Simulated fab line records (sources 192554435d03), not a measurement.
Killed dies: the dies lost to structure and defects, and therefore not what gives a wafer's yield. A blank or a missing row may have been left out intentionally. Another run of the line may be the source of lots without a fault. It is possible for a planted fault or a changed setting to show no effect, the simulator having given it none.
Which tool is to blame? ; flow n5-finfet ; 36 wafers sampled from 12 lots at 1 step of a route of 1938

WHAT THE GAUGES READ, wafer by wafer
N5_BEOL_M13_THK_MEAS_01.
lot;measured;on;M13_ILD_THK (nm)
L075;day 13 16:58;film-metro-02;821 831 839
L076;day 13 23:11;film-metro-01;843 846 867
L079;day 13 23:44;film-metro-02;839 863 859
L082;day 14 15:58;film-metro-02;827 812 846
L084;day 14 19:10;film-metro-01;839 831 845
L085;day 15 16:02;film-metro-02;846 843 855
L088;day 16 02:35;film-metro-02;833 859 851
L089;day 16 21:26;film-metro-02;834 835 839
L093;day 17 14:23;film-metro-01;840 847 840
L091;day 17 19:52;film-metro-02;848 851 852
L095;day 18 21:00;film-metro-01;821 827 844
L094;day 19 13:16;film-metro-01;834 852 845

WHICH TOOL RAN EACH LOT (tool, then ch and the chambers of the sampled wafers, then the start)
The record shows no process step preceding these readings.

THE ANSWER, worked out from the rows above alone
Rule: usual is defined by the lots themselves. Put in order of their means at a reading, lots are off if they are a third of the lots or fewer, leave a main group of 4 or more, and stand apart from it by a gap of 3 or more times the standard deviation of the main group's means; of several such gaps the widest counts. A main group is skipped when, at the precision printed for the reading in the tables above, its means are all equal. A lot without any number at a reading at which 4 lots or more have one is off too. All remaining lots with rows at the step are treated as sound.
Across all readings shown, no lot is off: no conclusion can be drawn from this.

WHAT WAS PUT IN BY THE SIMULATOR
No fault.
